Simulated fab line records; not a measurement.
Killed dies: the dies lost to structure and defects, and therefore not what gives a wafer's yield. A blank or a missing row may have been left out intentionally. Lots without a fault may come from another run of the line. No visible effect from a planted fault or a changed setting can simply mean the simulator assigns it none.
fab line records	flow n5_finfet
record lots=9	wafers=27	last_day=18
route steps=1938 shown HKMG_FIN@440 BEOL_M4@1108 BEOL_M5@1115 PASSIVATION@1936
lots that met no fault: taken from a fault-free run of the same line
start_h: start of the lot's first displayed wafer, in hours after the record's first day	wait_h: how many hours have passed since the lot's step before this one	" same as the row above	L1.1+2: several wafers, shown together as one row	- no value present, or no start provided	* or withheld: withheld	< > ~ a bound
route shown NAME@n: a module of which the file shows steps, and the number in the route of the first	usual: the fault-free wafers' mean and standard deviation	same: alike in all rows	chamber/n: place in a boat	sites: readings site by site	_std_site: the standard deviation of these	_edge_site: inner sites' mean taken away from outer sites' mean	radius_mm: how far each site lies from the wafer's centre	mask NAME#n: copy n	behind: the tool/chamber that last shaped the wafer	hold: the reason the lot was held/the length of the hold in hours/how it ended	device: whichever transistor did not switch (one of n, p or np)	end of line: the tests these same wafers got at the end of their route	where a step has no rows: the recipe by itself	killed: count of dies lost to structure and defects at first sort (not the wafer's yield)	map: a wafer's dies, marking killed ones x, the rest . and places with no die _
set.NAME: the run value of the setting; set.NAME@STEP: its run value at that earlier step	model.NAME: the simulator's own value behind a step, which no gauge read
one table for each step of the route and one row for each wafer, over a sample of lots
services: when a tool's chamber went out of use (start_h, in hours from the record's first day, below 0 if earlier), for how many hours, and the reason
## steps
# step N5_HKMG_FIN_WET_ETCH_18
# recipe chemistry=SC1	target=TiN	mix=1:1:5	temp_c=*	time_s=55	target_depth_nm=5.2	dry=ipa_marangoni	rinse_time_s=30	rinse_temp_c=23
# usual h2o2_flow_mL_min=214.3/0.62	temp_c=*
lot.wafer	tool	chamber	start_h	wait_h	h2o2_flow_mL_min	temp_c
L220.1	wet_bench-02	2	84.84	0.1	215.0	*
L220.2	"	7	"	"	214.1	*
L220.5	"	5	"	"	214.6	*
L223.1	wet_bench-02	3	107.92	0.1	213.2	*
L223.2	"	6	"	"	213.8	*
L223.5	"	0	"	"	213.0	*
L228.1	wet_bench-02	7	132.99	0.1	214.8	*
L228.3	"	3	"	"	213.8	*
L228.4	"	4	"	"	214.7	*
L231.4	wet_bench-02	3	154.06	0.1	214.5	*
L231.5	"	0	"	"	214.6	*
L231.6	"	2	"	"	214.1	*
L232.1	wet_bench-04	4	156.05	0.1	214.8	*
L232.2	"	3	"	"	213.4	*
L232.5	"	1	"	"	213.9	*
L237.1	wet_bench-02	1	185.26	0.1	215.4	*
L237.3	"	5	"	"	213.6	*
L237.4	"	6	"	"	214.6	*
L238.3	wet_bench-02	1	194.94	0.1	213.4	*
L238.5	"	2	"	"	213.8	*
L238.6	"	7	"	"	214.2	*
L240.2	wet_bench-02	3	206.30	0.1	213.6	*
L240.3	"	6	"	"	215.4	*
L240.5	"	0	"	"	215.4	*
L241.1	wet_bench-02	5	210.08	0.1	214.0	*
L241.2	"	7	"	"	214.7	*
L241.4	"	6	"	"	215.2	*
# step N5_BEOL_M4_DEP_57
# recipe material=SiCN	target_thk_a=80	temp_c=withheld	precursor=3MS/NH3	pressure_torr=3	rf_w=202	time_s=14
# usual showerhead_plenum_p_Torr=3.661/0.016	showerhead_vpp_V=890/25	throttle_valve_pct=8.92/0.28
lot.wafer	tool	chamber	start_h	wait_h	showerhead_plenum_p_Torr	showerhead_vpp_V	throttle_valve_pct
L220.1	pecvd-03	0	183.85	0.0	3.660	883	8.84
L220.2	"	2	"	"	3.643	906	9.09
L220.5	"	0	"	"	3.657	893	8.59
L223.1	pecvd-03	1	203.70	0.0	3.697	888	8.90
L223.2	"	0	"	"	3.659	891	8.61
L223.5	"	1	"	"	3.693	880	8.99
L228.1	pecvd-03	0	227.02	0.1	3.653	871	8.96
L228.3	"	0	"	"	3.658	882	8.86
L228.4	"	0	"	"	3.653	878	8.80
L231.4	pecvd-02	2	251.11	0.0	3.648	882	9.23
L231.5	"	1	"	"	3.677	909	9.12
L231.6	"	0	"	"	3.670	919	9.09
L232.1	pecvd-01	1	274.67	0.0	3.650	872	9.00
L232.2	"	0	"	"	3.666	839	8.85
L232.5	"	2	"	"	3.665	912	8.71
L238.3	pecvd-01	1	302.50	0.0	3.655	874	8.93
L238.5	"	0	"	"	3.658	844	9.23
L238.6	"	2	"	"	3.658	920	8.71
L237.1	pecvd-02	1	304.72	0.0	3.679	908	9.11
L237.3	"	2	"	"	3.636	876	9.03
L237.4	"	2	"	"	3.642	872	9.20
L240.2	pecvd-03	2	313.05	0.0	3.640	920	8.23
L240.3	"	0	"	"	3.657	891	8.88
L240.5	"	1	"	"	3.688	885	8.81
L241.1	pecvd-01	2	316.34	0.0	3.658	926	8.88
L241.2	"	0	"	"	3.654	842	8.88
L241.4	"	1	"	"	3.652	891	9.08
# step N5_BEOL_M4_RC_MEAS_101
# usual DIBL_N=35.9/1.3	DIBL_P=36.3/1.5	IOFF_N=0.153/0.023	IOFF_N_85C=3.0/0.39	IOFF_N_LIN=0.072/0.0088	IOFF_N_LONG=5.44e-05/2.4e-06	IOFF_P=0.208/0.028	ION_N=672/9.7	ION_P=462/6.6	SS_N=71.5/0.53	SS_P=73.3/0.59	VT_N=250.4/2.7	VT_N_LONG=275.5/1.8	VT_N_LVT=99/3.1	VT_P=-250.5/3
lot.wafer	tool	chamber	start_h	wait_h	DIBL_N[mV/V]	DIBL_P[mV/V]	IOFF_N[nA/um]	IOFF_N_85C[nA/um]	IOFF_N_LIN[nA/um]	IOFF_N_LONG[nA/um]	IOFF_P[nA/um]	ION_N[uA/um]	ION_P[uA/um]	SS_N[mV/dec]	SS_P[mV/dec]	VT_N[mV]	VT_N_LONG[mV]	VT_N_LVT[mV]	VT_P[mV]
L220.1	prober-01	0	183.96	0.0	35.9	35.8	0.154	3.0	0.073	5.31e-05	0.189	673	457	71.3	73.1	251.8	275.7	97	-254.4
L220.2	"	0	"	"	37.1	37.6	0.182	3.5	0.082	5.32e-05	0.213	677	457	71.6	73.7	251.6	276.5	95	-250.9
L220.5	"	0	"	"	37.2	37.0	0.181	3.4	0.082	5.25e-05	0.215	684	465	72.2	74.0	248.6	278.2	95	-250.2
L223.1	prober-02	0	203.83	0.0	35.4	35.4	0.143	2.9	0.069	5.51e-05	0.196	674	466	71.4	72.8	250.7	274.4	98	-251.0
L223.2	"	0	"	"	35.8	35.4	0.147	2.9	0.069	5.44e-05	0.200	677	456	70.9	72.8	249.8	275.2	98	-250.4
L223.5	"	0	"	"	35.4	35.4	0.144	2.9	0.069	5.45e-05	0.190	669	460	71.3	72.3	251.7	274.9	97	-251.9
L228.1	prober-02	0	227.20	0.0	35.7	35.8	0.135	2.7	0.064	5.27e-05	0.180	675	460	71.3	73.6	253.1	274.6	100	-249.9
L228.3	"	0	"	"	37.4	38.7	0.173	3.3	0.079	5.44e-05	0.224	684	471	71.7	73.5	247.8	273.0	95	-248.1
L228.4	"	0	"	"	37.4	38.2	0.169	3.3	0.078	5.42e-05	0.213	686	464	71.9	73.1	247.4	274.6	95	-251.0
L231.4	prober-02	0	251.67	0.5	36.8	35.5	0.161	3.1	0.073	5.61e-05	0.211	677	454	71.4	74.0	253.2	274.3	100	-251.8
L231.5	"	0	"	"	34.5	33.3	0.123	2.5	0.059	5.51e-05	0.178	660	452	71.1	72.7	253.4	277.1	103	-253.1
L231.6	"	0	"	"	35.1	33.3	0.129	2.6	0.060	5.59e-05	0.176	659	454	71.6	73.3	254.8	272.9	104	-253.2
L232.1	prober-02	0	274.79	0.0	34.4	34.2	0.117	2.4	0.057	5.48e-05	0.164	656	447	70.8	72.5	253.0	274.5	102	-251.7
L232.2	"	0	"	"	36.0	36.0	0.137	2.8	0.065	5.49e-05	0.192	656	452	71.7	72.9	252.0	274.4	99	-252.3
L232.5	"	0	"	"	37.2	37.4	0.153	3.0	0.071	5.41e-05	0.211	666	456	71.6	73.3	251.0	276.5	99	-252.4
L238.3	prober-01	0	303.42	0.8	33.7	34.3	0.001	0.0	0.000	2.61e-05	0.213	354	462	70.9	73.3	397.2	420.8	247	-247.8
L238.5	"	0	"	"	33.9	34.7	0.001	0.0	0.000	2.62e-05	0.212	357	466	70.4	72.4	395.3	423.1	245	-248.5
L238.6	"	0	"	"	34.0	35.1	0.001	0.0	0.000	2.6e-05	0.223	365	476	71.5	73.6	397.9	419.2	244	-245.7
L237.1	prober-02	0	304.84	0.0	34.6	34.6	0.142	2.8	0.067	5.43e-05	0.180	679	461	70.4	72.8	248.7	274.4	96	-251.5
L237.3	"	0	"	"	36.1	35.9	0.158	3.1	0.072	5.41e-05	0.198	679	460	71.5	73.5	250.2	275.5	96	-250.3
L237.4	"	0	"	"	35.8	36.2	0.146	2.9	0.069	5.43e-05	0.207	666	456	71.8	73.4	252.1	272.8	99	-248.1
L240.2	prober-02	0	313.32	0.2	37.1	38.5	0.001	0.0	0.000	2.36e-05	0.239	365	472	71.4	74.4	395.2	423.8	244	-248.6
L240.3	"	0	"	"	36.4	37.5	0.001	0.0	0.000	2.43e-05	0.215	367	468	71.4	74.6	396.3	425.5	248	-250.0
L240.5	"	0	"	"	36.6	37.4	0.001	0.0	0.000	2.43e-05	0.209	360	462	71.7	73.0	396.4	425.6	248	-248.8
L241.1	prober-02	0	316.46	0.0	34.8	35.7	0.001	0.0	0.000	2.44e-05	0.177	354	465	71.1	73.4	400.0	423.5	249	-253.0
L241.2	"	0	"	"	35.1	36.5	0.001	0.0	0.000	2.47e-05	0.189	358	461	71.4	72.4	400.3	422.2	248	-253.8
L241.4	"	0	"	"	36.2	37.1	0.001	0.0	0.000	2.51e-05	0.208	356	459	71.0	73.0	401.1	421.3	248	-251.6
# step N5_BEOL_M5_PECVD_70
# recipe material=SiO2	target_thk_a=160	temp_c=400	precursor=TEOS/O2	pressure_torr=5.5	rf_w=450	teos_flow_sccm=53.8	gas=O2	flow_sccm=3000	time_s=18
# usual heater_power_w=706/120	showerhead_plenum_p_Torr=8.76/0.074	showerhead_vpp_V=1342/29	throttle_valve_pct=22.1/0.79
lot.wafer	tool	chamber	start_h	wait_h	heater_power_w	showerhead_plenum_p_Torr	showerhead_vpp_V	throttle_valve_pct
L220.1	pecvd-02	1	186.02	0.0	874	8.79	1381	22.8
L220.2	"	1	"	"	890	8.79	1361	23.0
L220.5	"	1	"	"	907	8.80	1345	23.0
L223.1	pecvd-04	1	205.91	0.0	838	8.70	1363	21.6
L223.2	"	0	"	"	672	8.67	1338	22.6
L223.5	"	2	"	"	770	8.83	1375	20.4
L228.1	pecvd-02	0	228.78	0.0	561	8.79	1358	22.1
L228.3	"	1	"	"	899	8.85	1384	22.8
L228.4	"	0	"	"	561	8.80	1362	22.2
L231.4	pecvd-02	0	252.80	0.1	606	8.79	1344	22.5
L231.5	"	2	"	"	615	8.68	1288	22.3
L231.6	"	1	"	"	772	8.80	1342	23.0
L232.1	pecvd-04	1	276.36	0.0	871	8.67	1352	21.8
L232.2	"	0	"	"	607	8.67	1329	23.0
L232.5	"	1	"	"	851	8.71	1357	21.7
L238.3	pecvd-03	1	305.34	0.0	768	8.96	1325	21.7
L238.5	"	2	"	"	628	8.64	1345	20.1
L238.6	"	0	"	"	656	8.74	1338	21.7
L237.1	pecvd-02	1	306.41	0.0	898	8.83	1380	23.1
L237.3	"	2	"	"	684	8.68	1274	22.2
L237.4	"	1	"	"	912	8.80	1363	22.8
L240.2	pecvd-02	0	314.74	0.0	601	8.78	1350	22.3
L240.3	"	2	"	"	705	8.69	1309	21.9
L240.5	"	0	"	"	592	8.80	1355	22.8
L241.1	pecvd-04	2	318.03	0.0	761	8.83	1368	20.8
L241.2	"	1	"	"	812	8.69	1372	21.8
L241.4	"	1	"	"	797	8.67	1368	21.8
# step N5_BEOL_M5_HM_DEP_02
# recipe material=TiN	target_thk_a=200	temp_c=25	chamber_pressure_pa=0.49996
# usual throttle_valve_pct=29.8/1.4
lot.wafer	tool	chamber	start_h	wait_h	throttle_valve_pct
L220.1	pvd_sputter-01	-	188.38	2.4	29.2
L220.2	"	-	"	"	27.7
L220.5	"	-	"	"	31.3
L223.1	pvd_sputter-03	-	207.34	1.4	32.1
L223.2	"	-	"	"	29.0
L223.5	"	-	"	"	29.0
L228.1	pvd_sputter-02	-	229.69	0.9	30.3
L228.3	"	-	"	"	32.1
L228.4	"	-	"	"	29.9
L231.4	pvd_sputter-03	-	253.05	0.2	29.0
L231.5	"	-	"	"	32.0
L231.6	"	-	"	"	29.3
L232.1	pvd_sputter-03	-	278.90	2.5	28.9
L232.2	"	-	"	"	29.2
L232.5	"	-	"	"	29.1
L238.3	pvd_sputter-03	-	308.45	3.1	29.4
L238.5	"	-	"	"	32.0
L238.6	"	-	"	"	29.1
L237.1	pvd_sputter-03	-	309.05	2.6	29.0
L237.3	"	-	"	"	28.9
L237.4	"	-	"	"	29.5
L240.2	pvd_sputter-03	-	315.54	0.8	28.9
L240.3	"	-	"	"	29.0
L240.5	"	-	"	"	32.0
L241.1	pvd_sputter-02	-	318.56	0.5	30.3
L241.2	"	-	"	"	30.0
L241.4	"	-	"	"	30.5
# step N5_PASSIVATION_PROBE_49
# usual defect_limited_yield=91.1/1.5	killed_at_M0_to_M3=35/9.5	killed_at_M4_up=13/5.2	killed_at_contacts=12/6.1	killed_at_front_end=41/14	killed_at_other=3.8/2.9	killed_dies=105/17	killed_open=70/13	killed_short=33/8.4	sort_bin_5_function=5.1/0.97	sort_bin_6_memory=3.4/0.69	sort_bin_8_speed=0.00/0.007	sort_n_pass=1075/17	sort_yield_pct=91.1/1.5
# same gross_dies=1180	killed_at_back_side=0	sort_bin_4_leakage[%]=0
lot.wafer	tool	chamber	start_h	wait_h	defect_limited_yield[%]	killed_at_M0_to_M3	killed_at_M4_up	killed_at_contacts	killed_at_front_end	killed_at_other	killed_dies	killed_open	killed_short	sort_bin_5_function[%]	sort_bin_6_memory[%]	sort_bin_8_speed[%]	sort_n_pass	sort_yield_pct[%]
L228.1	prober-01	-	337.05	0.0	91.7	28	10	13	46	1	98	76	21	4.6	3.6	0	1082	91.7
L228.3	prober-01	-	337.15	0.1	93.1	25	10	8	37	2	82	51	29	3.8	3.1	0	1098	93.1
L228.4	prober-01	-	337.20	0.2	92.9	33	9	8	34	0	84	47	35	3.7	2.9	0	1096	92.9
L231.4	prober-01	-	355.32	0.2	91.4	36	11	15	29	10	101	63	36	5.1	3.1	0	1079	91.4
L231.5	prober-01	-	355.37	0.2	93.1	30	8	6	30	7	81	50	29	3.3	3.1	0	1099	93.1
L231.6	prober-01	-	355.42	0.3	89.8	31	12	20	48	9	120	80	37	5.3	4.7	0	1060	89.8
L238.3	prober-02	-	411.70	0.1	88.2	39	20	18	60	2	139	91	41	6.8	4.2	88.22	0	0
L238.5	prober-02	-	411.80	0.2	92.5	26	11	11	38	3	89	56	27	4.1	3.1	92.46	0	0
L238.6	prober-02	-	411.85	0.3	88.4	30	22	25	59	1	137	94	38	6.6	4.7	88.39	0	0
L240.2	prober-01	-	416.84	0.1	93.1	46	12	6	13	5	82	66	15	4.7	2.1	93.05	0	0
L240.3	prober-01	-	416.89	0.1	92.1	34	11	8	33	7	93	55	38	3.8	3.6	92.12	0	0
L240.5	prober-01	-	416.99	0.2	92.7	32	7	11	25	11	86	53	30	4.3	2.7	92.71	0	0
L241.1	prober-02	-	425.77	0.0	90.6	32	11	8	52	8	111	76	35	5.8	3.5	90.59	0	0
L241.2	prober-02	-	425.82	0.1	91.0	32	13	19	39	3	106	71	32	4.7	3.9	91.10	0	0
L241.4	prober-02	-	425.92	0.2	90.9	33	11	17	42	4	107	67	38	5.3	3.6	90.93	0	0
# killed by level:class
L228.1 STI_FIN_REVEAL:geometric_particle:open=19 BEOL_M3:geometric_particle:open=11 MOL_CONTACT_COAG:geometric_particle:open=11 FIN_SAQP:geometric_particle:open=8 BEOL_M0_SAQP:geometric_particle:open=8 BEOL_M4:geometric_particle:open=6 FIN_SAQP:geometric_particle:short=4 STARTING-WAFER:geometric_particle:short=4
L228.3 STI_FIN_REVEAL:geometric_particle:open=9 FIN_SAQP:geometric_particle:open=8 MOL_CONTACT_COAG:geometric_particle:open=7 BEOL_M0_SAQP:geometric_particle:short=7 BEOL_M3:geometric_particle:open=7 FIN_SAQP:geometric_particle:short=6 BEOL_M0_SAQP:geometric_particle:open=4 GATE_CUT:geometric_particle:short=3
L228.4 BEOL_M3:geometric_particle:open=10 BEOL_M0_SAQP:geometric_particle:short=9 STI_FIN_REVEAL:geometric_particle:open=7 FIN_SAQP:geometric_particle:open=6 FIN_SAQP:geometric_particle:short=5 BEOL_M3:geometric_particle:short=5 STARTING-WAFER:geometric_particle:short=5 MOL_CONTACT_COAG:geometric_particle:short=4
L231.4 MOL_CONTACT_COAG:geometric_particle:open=14 STI_FIN_REVEAL:geometric_particle:open=13 BEOL_M0_SAQP:geometric_particle:short=8 BEOL_M0_SAQP:geometric_particle:open=6 BEOL_M2:geometric_particle:short=6 BEOL_M1:geometric_particle:open=5 BEOL_M7:geometric_particle:open=5 BEOL_M3:geometric_particle:open=4
L231.5 STI_FIN_REVEAL:geometric_particle:open=11 BEOL_M1:geometric_particle:open=9 BEOL_M0_SAQP:geometric_particle:short=7 STI_FIN_REVEAL:geometric_particle:short=5 GATE_CUT:geometric_particle:short=5 MOL_CONTACT_COAG:geometric_particle:open=5 GATE_CUT:geometric_particle:open=4 PASS1_CAP:geometric_particle:open=4
L231.6 STI_FIN_REVEAL:geometric_particle:open=13 MOL_CONTACT_COAG:geometric_particle:open=12 BEOL_M1:geometric_particle:open=10 DUMMY_GATE:geometric_particle:open=9 MOL_CONTACT_COAG:geometric_particle:short=8 BEOL_M0_SAQP:geometric_particle:open=6 BEOL_M4:geometric_particle:open=6 STI_FIN_REVEAL:geometric_particle:short=5
L238.3 MOL_CONTACT_COAG:geometric_particle:open=14 FIN_SAQP:geometric_particle:open=12 STI_FIN_REVEAL:geometric_particle:open=12 FIN_SAQP:geometric_particle:short=9 BEOL_M2:geometric_particle:open=8 BEOL_M4:geometric_particle:open=7 BEOL_M1:geometric_particle:open=7 BEOL_M3:geometric_particle:open=7
L238.5 MOL_CONTACT_COAG:geometric_particle:open=8 BEOL_M3:geometric_particle:open=8 STI_FIN_REVEAL:geometric_particle:open=6 FIN_SAQP:geometric_particle:open=5 GATE_CUT:geometric_particle:short=5 FIN_SAQP:geometric_particle:short=4 BEOL_M0_SAQP:geometric_particle:open=4 BEOL_M6:geometric_particle:open=4
L238.6 MOL_CONTACT_COAG:geometric_particle:open=23 FIN_SAQP:geometric_particle:open=16 FIN_SAQP:geometric_particle:short=13 BEOL_M0_SAQP:geometric_particle:open=10 BEOL_M0_SAQP:geometric_particle:short=7 BEOL_M4:geometric_particle:open=6 BEOL_M5:geometric_particle:open=6 STARTING-WAFER:geometric_particle:open=5
L240.2 BEOL_M3:geometric_particle:open=15 BEOL_M1:geometric_particle:open=14 BEOL_M0_SAQP:geometric_particle:open=8 BEOL_M2:geometric_particle:open=4 BEOL_M8:geometric_particle:open=4 STARTING-WAFER:geometric_particle:open=4 DUMMY_GATE:geometric_particle:open=3 MOL_CONTACT_COAG:geometric_particle:open=3
L240.3 FIN_SAQP:geometric_particle:short=8 BEOL_M0_SAQP:geometric_particle:open=8 BEOL_M0_SAQP:geometric_particle:short=8 FIN_SAQP:geometric_particle:open=6 MOL_CONTACT_COAG:geometric_particle:open=6 BEOL_M4:geometric_particle:open=5 SDB:geometric_particle:open=4 BEOL_M2:geometric_particle:short=4
L240.5 MOL_CONTACT_COAG:geometric_particle:open=9 DUMMY_GATE:geometric_particle:open=8 BEOL_M1:geometric_particle:open=6 STI_FIN_REVEAL:geometric_particle:open=5 BEOL_M0_SAQP:geometric_particle:open=5 BEOL_M0:geometric_particle:short=4 BEOL_M1:geometric_particle:short=4 MIM_BOT:geometric_particle:open=3
L241.1 BEOL_M3:geometric_particle:open=16 FIN_SAQP:geometric_particle:open=15 FIN_SAQP:geometric_particle:short=8 STI_FIN_REVEAL:geometric_particle:open=7 DUMMY_GATE:geometric_particle:open=7 BEOL_M0_SAQP:geometric_particle:open=7 STARTING-WAFER:geometric_particle:short=5 MOL_CONTACT_COAG:geometric_particle:open=5
L241.2 MOL_CONTACT_COAG:geometric_particle:open=17 BEOL_M3:geometric_particle:open=10 BEOL_M2:geometric_particle:open=9 STI_FIN_REVEAL:geometric_particle:open=7 FIN_SAQP:geometric_particle:open=5 FIN_SAQP:geometric_particle:short=5 STARTING-WAFER:geometric_particle:short=5 BEOL_M0_SAQP:geometric_particle:short=4
L241.4 MOL_CONTACT_COAG:geometric_particle:open=15 FIN_SAQP:geometric_particle:short=11 BEOL_M0_SAQP:geometric_particle:short=11 BEOL_M2:geometric_particle:open=7 FIN_SAQP:geometric_particle:open=5 STI_FIN_REVEAL:geometric_particle:open=5 BEOL_M0:geometric_particle:open=5 DUMMY_GATE:geometric_particle:open=5
## services
tool	chamber	start_h	hours	kind
pecvd-01	0	66.84	2.1	scheduled_down
pecvd-04	2	68.88	2.1	scheduled_down
pvd_sputter-02	-	69.55	28.8	repair
pecvd-01	-	111.50	10.5	repair
pecvd-02	-	115.42	1.9	repair
pvd_sputter-01	-	118.42	0.9	repair
pvd_sputter-01	-	136.93	1.7	repair
pvd_sputter-01	-	147.86	3.0	repair
pecvd-01	-	151.25	28.1	pm
pecvd-04	1	175.41	5.5	scheduled_down
pecvd-02	2	182.34	5.5	scheduled_down
pecvd-02	0	184.49	4.6	repair
pecvd-01	2	196.33	16.5	scheduled_down
pecvd-03	2	202.38	-	clean
pecvd-03	2	202.38	-	consumable_replace:showerhead
pecvd-03	2	202.38	29.0	scheduled_down
pecvd-03	2	202.38	29.0	vent_cycle
pecvd-03	1	212.15	14.9	repair
wet_bench-02	-	218.56	0.6	repair
wet_bench-02	-	219.17	1.9	pm
pvd_sputter-03	-	229.48	0.6	repair
pecvd-01	2	235.29	6.0	repair
pecvd-01	1	235.93	5.5	scheduled_down
pecvd-01	2	255.35	1.9	repair
## key
first_sign step=N5_BEOL_M4_RC_MEAS_101	reading=VT_N_LONG	direction=up	sigmas=84	usual=275.5	struck=422.8
effect step=N5_BEOL_M4_RC_MEAS_101	reading=VT_N	direction=up	sigmas=55	usual=250.4	struck=397.8
effect step=N5_BEOL_M4_RC_MEAS_101	reading=VT_N_LVT	direction=up	sigmas=48	usual=99	struck=247
effect step=N5_BEOL_M4_RC_MEAS_101	reading=ION_N	direction=down	sigmas=32	usual=672	struck=360
effect step=N5_BEOL_M4_RC_MEAS_101	reading=IOFF_N_LONG	direction=down	sigmas=12	usual=5.44e-05	struck=2.5e-05
effect step=N5_BEOL_M4_RC_MEAS_101	reading=IOFF_N_LIN	direction=down	sigmas=8.1	usual=0.072	struck=0.000
effect step=N5_BEOL_M4_RC_MEAS_101	reading=IOFF_N_85C	direction=down	sigmas=7.7	usual=3.0	struck=0.0
effect step=N5_BEOL_M4_RC_MEAS_101	reading=IOFF_N	direction=down	sigmas=6.7	usual=0.153	struck=0.001
effect step=N5_PASSIVATION_PROBE_49	reading=sort_bin_8_speed	direction=up	sigmas=99+	usual=0.00	struck=91.06
met_at N5_HKMG_FIN_WET_ETCH_18
struck_lots L238,L240,L241
not_acting_at N5_BEOL_M4_DEP_57,N5_BEOL_M5_PECVD_70,N5_BEOL_M5_HM_DEP_02
onset_between 185.26 194.94
fault kind=process_parameter_drift	tool=wet_bench-02	chamber=-	onset_h=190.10	steps=N5_HKMG_FIN_WET_ETCH_18	channel=time_s	offset=*	shape=step	end_h=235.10	acts_in=*	stated=*
